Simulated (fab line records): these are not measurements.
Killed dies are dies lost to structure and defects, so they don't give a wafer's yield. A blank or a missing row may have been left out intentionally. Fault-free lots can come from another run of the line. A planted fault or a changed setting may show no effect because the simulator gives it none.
Matching of chambers / flow n5 finfet / cmp-01 running N5_BEOL_M12_CMP_49: 4 sister chambers
The step polishes, stops on SiOC, t overpolish 20.6 s, target thk 320 nm. 8 wafers are shown with their chamber, then 12 later ones without.

WAFERS, EACH WITH ITS CHAMBER
wafer=L076.6; chamber=2; motor current A (A)=4.9; barrier field endpoint s (s)=29.4
wafer=L082.2; chamber=2; motor current A (A)=4.9; barrier field endpoint s (s)=29.4
wafer=L087.5; chamber=1; motor current A (A)=6.9; barrier field endpoint s (s)=30.2
wafer=L086.2; chamber=0; motor current A (A)=6.3; barrier field endpoint s (s)=29.6
wafer=L086.4; chamber=1; motor current A (A)=6.5; barrier field endpoint s (s)=29.6
wafer=L090.1; chamber=3; motor current A (A)=5.3; barrier field endpoint s (s)=29.9
wafer=L090.3; chamber=0; motor current A (A)=6.2; barrier field endpoint s (s)=32.1
wafer=L090.6; chamber=3; motor current A (A)=5.1; barrier field endpoint s (s)=29.8

WAFERS WITHOUT THEIR CHAMBER
wafer=L093.1; motor current A (A)=6.1; barrier field endpoint s (s)=30.5
wafer=L093.3; motor current A (A)=6.7; barrier field endpoint s (s)=30.1
wafer=L093.4; motor current A (A)=4.7; barrier field endpoint s (s)=29.2
wafer=L091.1; motor current A (A)=6.8; barrier field endpoint s (s)=30.3
wafer=L091.2; motor current A (A)=6.0; barrier field endpoint s (s)=30.4
wafer=L091.4; motor current A (A)=5.0; barrier field endpoint s (s)=30.4
wafer=L096.3; motor current A (A)=4.7; barrier field endpoint s (s)=29.4
wafer=L096.5; motor current A (A)=4.8; barrier field endpoint s (s)=30.0
wafer=L096.6; motor current A (A)=4.6; barrier field endpoint s (s)=29.2
wafer=L094.3; motor current A (A)=6.3; barrier field endpoint s (s)=29.2
wafer=L094.4; motor current A (A)=5.0; barrier field endpoint s (s)=29.9
wafer=L094.6; motor current A (A)=4.8; barrier field endpoint s (s)=28.4

THE CHAMBER EACH PASSED THROUGH
wafer=L093.1; from the rows above=0; in truth=0
wafer=L093.3; from the rows above=1; in truth=1
wafer=L093.4; from the rows above=can't be placed: 2 or 3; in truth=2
wafer=L091.1; from the rows above=1; in truth=1
wafer=L091.2; from the rows above=0; in truth=0
wafer=L091.4; from the rows above=can't be placed: 2 or 3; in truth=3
wafer=L096.3; from the rows above=can't be placed: 2 or 3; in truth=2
wafer=L096.5; from the rows above=can't be placed: 2 or 3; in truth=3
wafer=L096.6; from the rows above=can't be placed: 2 or 3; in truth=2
wafer=L094.3; from the rows above=can't be placed: 0 or 1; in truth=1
wafer=L094.4; from the rows above=can't be placed: 2 or 3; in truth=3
wafer=L094.6; from the rows above=can't be placed: 2 or 3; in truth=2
Correctly placed: 4 of 12. Unplaceable from these rows: 8, with the true chamber sitting among the candidates in 8. Placed wrongly: 0.
How it was worked out, from the rows above alone: a wafer's distance from a chamber is the root of the sum, over the readings, of the square of ((its reading less the chamber's mean) divided by the reading's scatter). If the next closest chamber is less than 2 further off than the closest, the wafer can't be placed; otherwise it belongs to the closest. The mean given for a chamber averages the wafers shown for that chamber. The scatter is the square root of a quotient: the sum, over the shown wafers, of each reading's squared deviation from its chamber's mean, divided by wafers minus chambers.
